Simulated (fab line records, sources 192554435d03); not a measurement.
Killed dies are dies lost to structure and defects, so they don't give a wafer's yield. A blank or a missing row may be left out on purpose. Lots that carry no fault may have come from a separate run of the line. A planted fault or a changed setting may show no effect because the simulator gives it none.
Chamber matching | flow n5 finfet | N5_BEOL_M11_ALD_74 on ald metal-04: 4 sister chambers
The step deposits TaN, target thk 2 nm, pulse time 2 s, purge time 3 s. 4 wafers are shown with their chamber, then 11 later ones without.

== WAFERS WITH THEIR CHAMBER ==
wafer  | chamber | heater power w (W)
L086.4 | 1       | 424
L086.5 | 3       | 443
L089.2 | 2       | 400
L091.1 | 0       | 392

== WAFERS MISSING THEIR CHAMBER ==
wafer  | heater power w (W)
L091.2 | 438
L091.4 | 394
L090.1 | 453
L090.4 | 453
L090.6 | 384
L094.2 | 403
L094.4 | 426
L094.5 | 424
L097.1 | 397
L097.4 | 389
L097.6 | 446

== THE CHAMBER EACH PASSED THROUGH ==
wafer  | from the rows above     | in truth
L091.2 | can't be placed: 3 or 1 | 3
L091.4 | can't be placed: 0 or 2 | 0
L090.1 | 3                       | 3
L090.4 | 3                       | 3
L090.6 | can't be placed: 0 or 2 | 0
L094.2 | can't be placed: 2 or 0 | 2
L094.4 | 1                       | 1
L094.5 | 1                       | 1
L097.1 | can't be placed: 2 or 0 | 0
L097.4 | can't be placed: 0 or 2 | 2
L097.6 | 3                       | 3
Correctly placed: 5 of 11. These rows do not allow placing 6 (true chamber among the candidates in 6). Number placed wrongly: 0.
How it was worked out, from the rows above alone: a wafer's distance from a chamber is the root of the sum, over the readings, of the square of ((its reading less the chamber's mean) divided by the reading's scatter). The wafer belongs to the nearest chamber; if the next one is less than 2 further off, it can't be placed. The mean given for a chamber averages the wafers shown for that chamber. The scatter: with one shown wafer a chamber, the root of the mean of the squares of how far each hidden wafer lies from its nearest shown one.
